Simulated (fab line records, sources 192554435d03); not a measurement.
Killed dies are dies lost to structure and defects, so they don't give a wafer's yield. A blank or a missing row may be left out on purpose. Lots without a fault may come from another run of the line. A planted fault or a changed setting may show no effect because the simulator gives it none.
Chamber matching | flow n5_finfet | N5_GATE_CUT_ETCH_28 on rie_diel-05: 4 sister chambers
The step etches underlayer in N2/H2, target depth 13 nm, time 10.4 s. 22 wafers are shown with their chamber, then 11 later ones without.

WAFERS WITH THEIR CHAMBER
wafer  | chamber | showerhead_plenum_p_Torr (Torr) | oes_product_au (a.u.) | throttle_valve_pct (%)
L075.2 | 1       | 2.70                            | 0.79                  | 17.39
L075.4 | 3       | 2.60                            | 0.60                  | 17.59
L075.5 | 1       | 2.70                            | 0.79                  | 17.39
L076.3 | 2       | 2.40                            | 0.59                  | 17.79
L076.4 | 0       | 2.51                            | 0.61                  | 18.01
L076.5 | 3       | 2.60                            | 0.60                  | 17.64
L077.1 | 1       | 2.70                            | 0.79                  | 17.41
L077.5 | 3       | 2.60                            | 0.59                  | 17.62
L077.6 | 0       | 2.51                            | 0.61                  | 18.02
L078.1 | 2       | 2.40                            | 0.58                  | 17.81
L078.4 | 0       | 2.51                            | 0.61                  | 18.00
L078.5 | 3       | 2.60                            | 0.60                  | 17.61
L082.3 | 0       | 2.51                            | 0.61                  | 18.01
L082.5 | 2       | 2.39                            | 0.58                  | 17.81
L082.6 | 3       | 2.60                            | 0.59                  | 17.63
L083.1 | 2       | 2.39                            | 0.57                  | 17.84
L083.3 | 0       | 2.51                            | 0.61                  | 18.05
L083.5 | 0       | 2.51                            | 0.60                  | 18.03
L084.3 | 2       | 2.39                            | 0.58                  | 17.81
L084.5 | 3       | 2.59                            | 0.59                  | 17.64
L084.6 | 2       | 2.39                            | 0.57                  | 17.82
L087.1 | 2       | 2.39                            | 0.58                  | 17.82

SIGNATURES (means of the wafers above)
reading                  | chamber 0 | chamber 1 | chamber 2 | chamber 3 | scatter within a chamber
showerhead_plenum_p_Torr | 2.5100    | 2.7000    | 2.3929    | 2.5983    | 0.00354
oes_product_au           | 0.6083    | 0.7900    | 0.5786    | 0.5950    | 0.00537
throttle_valve_pct       | 18.0200   | 17.3967   | 17.8143   | 17.6217   | 0.0169
Rule: a wafer's distance from a chamber is the root of the sum, over the readings, of the square of ((its reading less the chamber's mean) divided by the reading's scatter). The wafer belongs to the nearest chamber; if the next one is less than 2 further off, it can't be placed. The scatter: the root of (the sum of the squares of (reading less its chamber's mean) over the shown wafers, divided by (wafers less chambers)).

WAFERS WITHOUT THEIR CHAMBER
wafer  | showerhead_plenum_p_Torr (Torr) | oes_product_au (a.u.) | throttle_valve_pct (%)
L087.2 | 2.50                            | 0.60                  | 18.06
L087.5 | 2.69                            | 0.76                  | 17.43
L092.3 | 2.69                            | 0.74                  | 17.45
L092.4 | 2.69                            | 0.74                  | 17.45
L092.5 | 2.39                            | 0.57                  | 17.86
L093.1 | 2.59                            | 0.59                  | 17.66
L093.2 | 2.69                            | 0.75                  | 17.47
L093.6 | 2.59                            | 0.59                  | 17.67
L094.1 | 2.59                            | 0.59                  | 17.67
L094.2 | 2.38                            | 0.56                  | 17.85
L094.6 | 2.59                            | 0.58                  | 17.68

WHICH CHAMBER EACH WENT THROUGH
wafer  | from the rows above | in truth
L087.2 | 0                   | 0
L087.5 | 1                   | 1
L092.3 | 1                   | 1
L092.4 | 1                   | 1
L092.5 | 2                   | 2
L093.1 | 3                   | 3
L093.2 | 1                   | 1
L093.6 | 3                   | 3
L094.1 | 3                   | 3
L094.2 | 2                   | 2
L094.6 | 3                   | 3
Placed correctly: 11 of 11. Can't be placed from these rows: 0. Placed wrongly: 0.
